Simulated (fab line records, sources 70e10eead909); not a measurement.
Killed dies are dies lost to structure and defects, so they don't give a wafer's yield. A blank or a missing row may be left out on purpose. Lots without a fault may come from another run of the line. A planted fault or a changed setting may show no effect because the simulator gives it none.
Chamber matching | flow nand_harc | NHARC_A_BLC_ETCH_16 on rie_diel-12: 4 sister chambers
The step etches the open film in CF4, target depth 39 nm, time 65 s. 27 wafers are shown with their chamber, then 12 later ones without.

WAFERS WITH THEIR CHAMBER
wafer  | chamber | showerhead_plenum_p_Torr (Torr) | drypump_motor_current_A (A) | rf_vpp_V (V)
L076.1 | 1       | 1.89                            | 6.6                         | 152.8
L076.3 | 3       | 1.70                            | 5.3                         | 151.1
L076.4 | 0       | 1.87                            | 6.7                         | 152.6
L075.4 | 2       | 1.86                            | 5.0                         | 153.4
L075.5 | 1       | 1.89                            | 6.6                         | 153.7
L075.6 | 0       | 1.87                            | 6.7                         | 151.7
L078.1 | 3       | 1.70                            | 5.3                         | 152.0
L078.2 | 2       | 1.86                            | 5.0                         | 154.1
L078.5 | 1       | 1.89                            | 6.6                         | 152.7
L080.3 | 1       | 1.89                            | 6.6                         | 151.3
L080.5 | 3       | 1.70                            | 5.3                         | 150.9
L080.6 | 2       | 1.86                            | 5.0                         | 153.4
L084.1 | 1       | 1.89                            | 6.6                         | 153.2
L084.2 | 3       | 1.70                            | 5.3                         | 149.4
L084.3 | 0       | 1.87                            | 6.7                         | 151.6
L085.1 | 0       | 1.87                            | 6.8                         | 152.6
L085.3 | 1       | 1.89                            | 6.6                         | 153.3
L085.6 | 3       | 1.70                            | 5.3                         | 150.6
L087.1 | 1       | 1.89                            | 6.6                         | 152.2
L087.5 | 0       | 1.86                            | 6.7                         | 153.6
L087.6 | 3       | 1.70                            | 5.3                         | 150.8
L086.1 | 3       | 1.70                            | 5.3                         | 150.7
L086.2 | 1       | 1.89                            | 6.6                         | 154.2
L086.6 | 2       | 1.86                            | 4.9                         | 151.9
L091.3 | 3       | 1.70                            | 5.3                         | 150.1
L091.4 | 1       | 1.89                            | 6.6                         | 153.8
L091.6 | 3       | 1.70                            | 5.3                         | 150.8

SIGNATURES (means of the wafers above)
reading                  | chamber 0 | chamber 1 | chamber 2 | chamber 3 | scatter within a chamber
showerhead_plenum_p_Torr | 1.8680    | 1.8900    | 1.8600    | 1.7000    | 0.00187
drypump_motor_current_A  | 6.720     | 6.600     | 4.975     | 5.300     | 0.026
rf_vpp_V                 | 152.420   | 153.022   | 153.200   | 150.711   | 0.822
Rule: a wafer's distance from a chamber is the root of the sum, over the readings, of the square of ((its reading less the chamber's mean) divided by the reading's scatter). The wafer belongs to the nearest chamber; if the next one is less than 2 further off, it can't be placed. The scatter: the root of (the sum of the squares of (reading less its chamber's mean) over the shown wafers, divided by (wafers less chambers)).

WAFERS WITHOUT THEIR CHAMBER
wafer  | showerhead_plenum_p_Torr (Torr) | drypump_motor_current_A (A) | rf_vpp_V (V)
L089.1 | 1.70                            | 5.3                         | 150.1
L089.2 | 1.86                            | 5.0                         | 153.1
L089.4 | 1.89                            | 6.6                         | 152.8
L093.1 | 1.89                            | 6.6                         | 153.6
L093.3 | 1.85                            | 4.9                         | 151.9
L093.6 | 1.70                            | 5.3                         | 151.0
L094.1 | 1.70                            | 5.3                         | 148.7
L094.3 | 1.88                            | 6.6                         | 152.5
L094.4 | 1.86                            | 6.7                         | 152.1
L096.2 | 1.86                            | 6.7                         | 153.6
L096.4 | 1.85                            | 4.9                         | 152.0
L096.6 | 1.70                            | 5.3                         | 150.6

WHICH CHAMBER EACH WENT THROUGH
wafer  | from the rows above | in truth
L089.1 | 3                   | 3
L089.2 | 2                   | 2
L089.4 | 1                   | 1
L093.1 | 1                   | 1
L093.3 | 2                   | 2
L093.6 | 3                   | 3
L094.1 | 3                   | 3
L094.3 | 1                   | 1
L094.4 | 0                   | 0
L096.2 | 0                   | 0
L096.4 | 2                   | 2
L096.6 | 3                   | 3
Placed correctly: 12 of 12. Can't be placed from these rows: 0. Placed wrongly: 0.
